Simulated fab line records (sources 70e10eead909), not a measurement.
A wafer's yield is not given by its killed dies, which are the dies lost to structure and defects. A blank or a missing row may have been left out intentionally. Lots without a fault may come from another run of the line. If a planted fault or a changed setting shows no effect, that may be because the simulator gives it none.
Chamber matching / flow nand_harc / NHARC_THIN_TSV_ETCHBACK_48 on rie_diel-04 has 4 sister chambers
The step etches the open film in C4F8/Ar, target depth 1028.5 nm, time 405.17 s. 4 wafers are shown with their chamber, then 7 later ones without.

== WAFERS WITH THEIR CHAMBER ==
wafer=L556.1; chamber=1; rf_vpp_V (V)=546
wafer=L556.5; chamber=2; rf_vpp_V (V)=551
wafer=L559.3; chamber=0; rf_vpp_V (V)=546
wafer=L559.4; chamber=3; rf_vpp_V (V)=541

== WAFERS MISSING THEIR CHAMBER ==
wafer=L559.5; rf_vpp_V (V)=547
wafer=L560.1; rf_vpp_V (V)=547
wafer=L560.3; rf_vpp_V (V)=552
wafer=L560.5; rf_vpp_V (V)=547
wafer=L561.2; rf_vpp_V (V)=547
wafer=L561.4; rf_vpp_V (V)=551
wafer=L561.6; rf_vpp_V (V)=546

== CHAMBER TAKEN BY EACH ==
wafer=L559.5; from the rows above=can't be placed: 0 or 1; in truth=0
wafer=L560.1; from the rows above=can't be placed: 0 or 1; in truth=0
wafer=L560.3; from the rows above=2; in truth=2
wafer=L560.5; from the rows above=can't be placed: 0 or 1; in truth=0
wafer=L561.2; from the rows above=can't be placed: 0 or 1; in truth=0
wafer=L561.4; from the rows above=2; in truth=2
wafer=L561.6; from the rows above=can't be placed: 0 or 1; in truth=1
Correct placement for 2 of the 7. Cannot be placed on the basis of these rows: 5; the candidates contain the true chamber in 5. Number placed wrongly: 0.
How it was worked out, from the rows above alone: a wafer's distance from a chamber is the root of the sum, over the readings, of the square of ((its reading less the chamber's mean) divided by the reading's scatter). The wafer belongs to the nearest chamber; if the next one is less than 2 further off, it can't be placed. A chamber's mean is the mean of its shown wafers. The scatter: root of mean squared gap, hidden wafer to nearest shown wafer, with one shown wafer a chamber.
